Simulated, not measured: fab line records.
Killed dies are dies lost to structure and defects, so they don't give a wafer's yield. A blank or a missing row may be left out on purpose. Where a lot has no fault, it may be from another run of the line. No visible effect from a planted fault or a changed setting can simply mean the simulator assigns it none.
Matching of chambers -- flow n5Finfet -- N5_BEOL_M3_ILD_DEP_00 on pecvd-01 has 3 sister chambers
The step deposits SiOC from DEMS/O2, target thk 79 nm, time 15.3 s. 3 wafers are shown with their chamber, then 9 later ones without.

WAFERS PAIRED WITH THEIR CHAMBERS
wafer,chamber,showerheadVppV (V)
L086.2,2,1370
L086.3,0,1222
L086.4,1,1334

WAFERS WITH NO CHAMBER GIVEN
wafer,showerheadVppV (V)
L090.2,1239
L090.5,1338
L090.6,1234
L095.4,1368
L095.5,1236
L095.6,1327
L097.1,1319
L097.4,1368
L097.6,1364

WHICH CHAMBER EACH WENT THROUGH
wafer,from the rows above,in truth
L090.2,0,0
L090.5,1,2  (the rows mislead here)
L090.6,0,0
L095.4,2,2
L095.5,0,0
L095.6,1,1
L097.1,1,1
L097.4,2,2
L097.6,2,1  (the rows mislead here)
Correct placement for 7 of the 9. Left unplaced by these rows: 0. Wrongly placed: 2.
How it was worked out, from the rows above alone: a wafer's distance from a chamber is the root of the sum, over the readings, of the square of ((its reading less the chamber's mean) divided by the reading's scatter). If the next closest chamber is less than 2 further off than the closest, the wafer can't be placed; otherwise it belongs to the closest. A chamber's mean is the mean of its shown wafers. The scatter (one wafer shown for each chamber): square how far every hidden wafer sits from the nearest shown wafer, average those squares and take the square root.
